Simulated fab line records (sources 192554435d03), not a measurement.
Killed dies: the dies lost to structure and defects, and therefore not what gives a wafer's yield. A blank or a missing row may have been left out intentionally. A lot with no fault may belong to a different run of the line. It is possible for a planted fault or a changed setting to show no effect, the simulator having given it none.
Chamber matching :: flow n5Finfet :: pecvd-04 running N5_BEOL_M2_ILD_DEP_00: 3 sister chambers
The step deposits SiOC from DEMS/O2, target thk 79 nm, time 15.3 s. 6 wafers are shown with their chamber, then 9 later ones without.

EACH WAFER AND ITS CHAMBER
wafer: L079.1
chamber: 2
throttleValvePct (%): 11.4
showerheadPlenumPTorr (Torr): 5.714

wafer: L079.4
chamber: 2
throttleValvePct (%): 11.2
showerheadPlenumPTorr (Torr): 5.715

wafer: L079.6
chamber: 0
throttleValvePct (%): 11.1
showerheadPlenumPTorr (Torr): 5.694

wafer: L081.1
chamber: 1
throttleValvePct (%): 12.8
showerheadPlenumPTorr (Torr): 5.694

wafer: L081.4
chamber: 0
throttleValvePct (%): 11.1
showerheadPlenumPTorr (Torr): 5.691

wafer: L081.6
chamber: 1
throttleValvePct (%): 12.6
showerheadPlenumPTorr (Torr): 5.685

WAFERS WHOSE CHAMBER IS MISSING
wafer: L082.1
throttleValvePct (%): 12.7
showerheadPlenumPTorr (Torr): 5.683

wafer: L082.3
throttleValvePct (%): 11.2
showerheadPlenumPTorr (Torr): 5.699

wafer: L082.6
throttleValvePct (%): 11.2
showerheadPlenumPTorr (Torr): 5.695

wafer: L087.1
throttleValvePct (%): 11.2
showerheadPlenumPTorr (Torr): 5.704

wafer: L087.4
throttleValvePct (%): 11.4
showerheadPlenumPTorr (Torr): 5.700

wafer: L087.5
throttleValvePct (%): 11.1
showerheadPlenumPTorr (Torr): 5.704

wafer: L096.3
throttleValvePct (%): 12.8
showerheadPlenumPTorr (Torr): 5.688

wafer: L096.4
throttleValvePct (%): 12.9
showerheadPlenumPTorr (Torr): 5.680

wafer: L096.5
throttleValvePct (%): 11.5
showerheadPlenumPTorr (Torr): 5.713

WHICH CHAMBER EACH ONE RAN IN
wafer: L082.1
from the rows above: 1
in truth: 1

wafer: L082.3
from the rows above: 0
in truth: 0

wafer: L082.6
from the rows above: 0
in truth: 0

wafer: L087.1
from the rows above: can't be placed: 2 or 0
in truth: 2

wafer: L087.4
from the rows above: can't be placed: 0 or 2
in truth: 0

wafer: L087.5
from the rows above: can't be placed: 0 or 2
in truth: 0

wafer: L096.3
from the rows above: 1
in truth: 1

wafer: L096.4
from the rows above: 1
in truth: 1

wafer: L096.5
from the rows above: 2
in truth: 2
Correct placement for 6 of the 9. Unplaceable from these rows: 3, with the true chamber sitting among the candidates in 3. Wrongly placed: 0.
How it was worked out, from the rows above alone: a wafer's distance from a chamber is the root of the sum, over the readings, of the square of ((its reading less the chamber's mean) divided by the reading's scatter). The wafer belongs to the nearest chamber; if the next one is less than 2 further off, it can't be placed. The mean given for a chamber averages the wafers shown for that chamber. The scatter: take each reading less its chamber's mean, square it, sum over the shown wafers, divide by the number of wafers less the number of chambers, and take the root.
